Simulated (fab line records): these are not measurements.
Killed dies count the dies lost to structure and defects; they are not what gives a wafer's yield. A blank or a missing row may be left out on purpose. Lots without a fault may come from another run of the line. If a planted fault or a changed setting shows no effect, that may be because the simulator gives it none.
What tool caused it? ; flow nandHarc ; 6 lots with 18 wafers sampled at 3 steps, on a route of 1159 steps

WHAT EACH GAUGE READ, for each wafer
NHARC_P_ZERO_WELL_INSPECT_43.
lot;measured;on;rawDefectCount
L951;day 2 01:28;defectInspect-01;9 7 5
L954;day 2 19:55;defectInspect-02;431 430 445
L963;day 5 05:58;defectInspect-01;9 10 11
L967;day 6 01:34;defectInspect-02;10 34 25
L969;day 6 13:38;defectInspect-01;12 20 14
L971;day 7 01:29;defectInspect-02;13 11 20

WHAT TOOL EACH LOT RAN ON (gives the tool, then ch and the chambers of the sampled wafers, and finally the start)
lot;NHARC_P_ZERO_WELL_PECVD_02;NHARC_P_ZERO_WELL_ETCH_62
L951;pecvd-01 ch 1,2, day 1 18:27;rieDiel-07 ch 1,2,3, day 2 01:28 or earlier
L954;pecvd-01 ch 0,2, day 2 12:45;rieDiel-07 ch 0,3, day 2 19:55 or earlier
L963;pecvd-02 ch 0,1, day 4 18:28;rieDiel-07 ch 1,2,3, day 5 05:58 or earlier
L967;pecvd-02 ch 0,1,2, day 5 18:26;rieDiel-09 ch 2,3, day 6 01:34 or earlier
L969;pecvd-03 ch 1,2, day 6 06:27;rieDiel-09 ch 0,1,3, day 6 13:38 or earlier
L971;pecvd-03 ch 0,1,2, day 6 18:34;rieDiel-04 ch 0,1, day 7 01:29 or earlier
- NHARC_P_ZERO_WELL_PECVD_02: deposits SiO2, target thk 10 nm.
- NHARC_P_ZERO_WELL_ETCH_62: etches the open film in CHF3/Ar, target depth 13 nm, time 6.5 s.

THE ANSWER, worked out from the rows above alone
Rule: the lots themselves supply what counts as usual. Put in order of their means at a reading, lots are off if they are a third of the lots or fewer, leave a main group of 4 or more, and stand apart from it by a gap of 3 or more times the standard deviation of the main group's means; of several such gaps the widest counts. If all means in a main group match to the digits the tables above print for the reading, that group is not used. Also off: a lot with no number at a reading for which 4 or more lots have one. Where the step has rows for the other lots, those lots are counted as sound.
Off at NHARC_P_ZERO_WELL_INSPECT_43 (rawDefectCount): L954. Mean 14 and standard deviation 5.4 in the main group.
A tool fits if, at a process step before that reading, it ran every lot that is off, and no sound lot after the first of them. The gauges at NHARC_P_ZERO_WELL_INSPECT_43 are tried like those tools. With no start given for some of its lots, NHARC_P_ZERO_WELL_ETCH_62 uses the hours and lot order of NHARC_P_ZERO_WELL_INSPECT_43. One fits: NHARC_P_ZERO_WELL_PECVD_02 on pecvd-01. A fault onset in the window from L951 (day 1 18:27, its last sound lot) to L954 (day 2 12:45, its first lot off) fits.

WHAT THE SIMULATOR HAD INSERTED
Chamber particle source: pecvd-01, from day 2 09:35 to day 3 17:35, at NHARC_P_ZERO_WELL_PECVD_02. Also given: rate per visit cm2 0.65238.
Shown lots that were struck: L954. The rule above found the same.
